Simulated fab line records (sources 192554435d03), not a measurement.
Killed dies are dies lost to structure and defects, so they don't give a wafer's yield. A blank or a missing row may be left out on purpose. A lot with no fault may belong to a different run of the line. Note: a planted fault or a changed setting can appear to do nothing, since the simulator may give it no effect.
Split-lot trial / flow n5Finfet / 21 wafers read across 7 lots, on a route 1938 steps long

== THE SPLIT ==
At N5_BEOL_M13_COAT_22 (resist thk 300 nm), the setting spinRpm was moved away from the recipe's 2888 rpm on 7 of the 21 wafers read, by -6.2% to +6.4%. All remaining wafers had this setting at the recipe value.

== FROM THE SPLIT TO THE READING: what the file shows between them, 3 steps ==
- N5_BEOL_M13_EBR_24
- N5_BEOL_M13_SOFTBAKE_23: time 60 s
- N5_BEOL_M13_DESCUM_33: chemistry O2, time 7.9 s

== THE READING ==
coat_of_BEOL_M13_COAT_22.thkNm (the simulator's own value, which no gauge read), in nm, at N5_BEOL_M13_ETCH_67 (etches SiARC in CF4, target depth 143 nm, time 238.3 s). The file gives no usual value for it. Here, 14 wafers ran the recipe; their average is 210.6 nm with a standard deviation of 0.85 nm.

wafer=L086.3; tool, chamber at the split=lithoTrack-04, 0; spinRpm as run, rpm=3072; against the recipe=+6.4%; coat_of_BEOL_M13_COAT_22.thkNm, nm=201.4; against lot-mates on the recipe=-9.2
wafer=L086.4; tool, chamber at the split=lithoTrack-04, 0; spinRpm as run, rpm=3072; against the recipe=+6.4%; coat_of_BEOL_M13_COAT_22.thkNm, nm=200.8; against lot-mates on the recipe=-9.8
wafer=L086.6; tool, chamber at the split=lithoTrack-04, 0; spinRpm as run, rpm=2888; against the recipe=recipe; coat_of_BEOL_M13_COAT_22.thkNm, nm=210.6; against lot-mates on the recipe=-
wafer=L088.3; tool, chamber at the split=lithoTrack-04, 0; spinRpm as run, rpm=2888; against the recipe=recipe; coat_of_BEOL_M13_COAT_22.thkNm, nm=209.6; against lot-mates on the recipe=-
wafer=L088.4; tool, chamber at the split=lithoTrack-04, 0; spinRpm as run, rpm=2888; against the recipe=recipe; coat_of_BEOL_M13_COAT_22.thkNm, nm=210.4; against lot-mates on the recipe=-
wafer=L088.5; tool, chamber at the split=lithoTrack-04, 0; spinRpm as run, rpm=2888; against the recipe=recipe; coat_of_BEOL_M13_COAT_22.thkNm, nm=210.2; against lot-mates on the recipe=-
wafer=L087.1; tool, chamber at the split=lithoTrack-04, 0; spinRpm as run, rpm=2769; against the recipe=-4.1%; coat_of_BEOL_M13_COAT_22.thkNm, nm=217.8; against lot-mates on the recipe=+6.8
wafer=L087.3; tool, chamber at the split=lithoTrack-04, 0; spinRpm as run, rpm=2888; against the recipe=recipe; coat_of_BEOL_M13_COAT_22.thkNm, nm=211; against lot-mates on the recipe=-
wafer=L087.6; tool, chamber at the split=lithoTrack-04, 0; spinRpm as run, rpm=2769; against the recipe=-4.1%; coat_of_BEOL_M13_COAT_22.thkNm, nm=218.4; against lot-mates on the recipe=+7.4
wafer=L090.1; tool, chamber at the split=lithoTrack-04, 0; spinRpm as run, rpm=2888; against the recipe=recipe; coat_of_BEOL_M13_COAT_22.thkNm, nm=211; against lot-mates on the recipe=-
wafer=L090.5; tool, chamber at the split=lithoTrack-04, 0; spinRpm as run, rpm=2888; against the recipe=recipe; coat_of_BEOL_M13_COAT_22.thkNm, nm=210; against lot-mates on the recipe=-
wafer=L090.6; tool, chamber at the split=lithoTrack-04, 0; spinRpm as run, rpm=2708; against the recipe=-6.2%; coat_of_BEOL_M13_COAT_22.thkNm, nm=220.8; against lot-mates on the recipe=+10.3
wafer=L093.2; tool, chamber at the split=lithoTrack-01, 0; spinRpm as run, rpm=2888; against the recipe=recipe; coat_of_BEOL_M13_COAT_22.thkNm, nm=209.2; against lot-mates on the recipe=-
wafer=L093.4; tool, chamber at the split=lithoTrack-01, 0; spinRpm as run, rpm=2888; against the recipe=recipe; coat_of_BEOL_M13_COAT_22.thkNm, nm=210.2; against lot-mates on the recipe=-
wafer=L093.5; tool, chamber at the split=lithoTrack-01, 0; spinRpm as run, rpm=2888; against the recipe=recipe; coat_of_BEOL_M13_COAT_22.thkNm, nm=209.8; against lot-mates on the recipe=-
wafer=L096.1; tool, chamber at the split=lithoTrack-03, 0; spinRpm as run, rpm=3000; against the recipe=+3.9%; coat_of_BEOL_M13_COAT_22.thkNm, nm=205.8; against lot-mates on the recipe=-5.0
wafer=L096.2; tool, chamber at the split=lithoTrack-03, 0; spinRpm as run, rpm=3000; against the recipe=+3.9%; coat_of_BEOL_M13_COAT_22.thkNm, nm=206.4; against lot-mates on the recipe=-4.4
wafer=L096.6; tool, chamber at the split=lithoTrack-03, 0; spinRpm as run, rpm=2888; against the recipe=recipe; coat_of_BEOL_M13_COAT_22.thkNm, nm=210.8; against lot-mates on the recipe=-
wafer=L097.4; tool, chamber at the split=lithoTrack-04, 0; spinRpm as run, rpm=2888; against the recipe=recipe; coat_of_BEOL_M13_COAT_22.thkNm, nm=212.8; against lot-mates on the recipe=-
wafer=L097.5; tool, chamber at the split=lithoTrack-04, 0; spinRpm as run, rpm=2888; against the recipe=recipe; coat_of_BEOL_M13_COAT_22.thkNm, nm=211.2; against lot-mates on the recipe=-
wafer=L097.6; tool, chamber at the split=lithoTrack-04, 0; spinRpm as run, rpm=2888; against the recipe=recipe; coat_of_BEOL_M13_COAT_22.thkNm, nm=211; against lot-mates on the recipe=-

FIT RESULTS
A straight line over all 21 wafers: coat_of_BEOL_M13_COAT_22.thkNm changes by -1.54 nm for each +1% of spinRpm; r = -0.98; the points scatter about the line by 0.93 nm.
The same after taking each lot's own level away (the mean of its wafers on the recipe; 21 wafers): -1.53 nm for each +1%; r = -0.99; scatter 0.63 nm.
Per that fit: largest spinRpm move, reading shift of 9.8 nm.
The span of the lots' own levels, 209.73 to 211.67 nm, comes to 2.3 times the standard deviation stated above.
So the lot-to-lot level changes the slope little: the two slopes agree.
Check: -9.6 nm against its lot-mates is what the line predicts for one of the wafers moved furthest among these (+6.4%) when that wafer is left out of the fit. It came out at -9.2 nm against them.

== THE OTHER SPLITS THESE WAFERS WENT THROUGH ==
Note: prior to the reading, these wafers also went through further splits. Each is held against what the fit with the lots' levels taken away leaves over:
other split on the same wafers=N5_BEOL_M10_COAT_60 spinRpm; wafers away from the commonest value=7; r with coat_of_BEOL_M13_COAT_22.thkNm (lot level and that fit taken away)=+0.30
other split on the same wafers=N5_BEOL_M11_COAT_05 spinRpm; wafers away from the commonest value=8; r with coat_of_BEOL_M13_COAT_22.thkNm (lot level and that fit taken away)=+0.19

== THE WHOLE CHAIN: every reading that the file lists as answering this split, in the file's order ==
step=N5_BEOL_M13_COAT_22; what it does=resist thk 300 nm; reading=coat_of_BEOL_M13_COAT_22.thkNm (the simulator's own value, which no gauge read); change (the file's fit)=-1.53 nm for each +1% of the setting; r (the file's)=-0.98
step=N5_BEOL_M13_ETCH_67; what it does=etches SiARC in CF4, target depth 143 nm, time 238.3 s; reading=coat_of_BEOL_M13_COAT_22.thkNm (the simulator's own value, which no gauge read); change (the file's fit)=-1.55 nm for each +1% of the setting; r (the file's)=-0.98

== FILE'S OWN FIT ==
coat_of_BEOL_M13_COAT_22.thkNm changes by -1.55 nm for each +1% of spinRpm, r = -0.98.
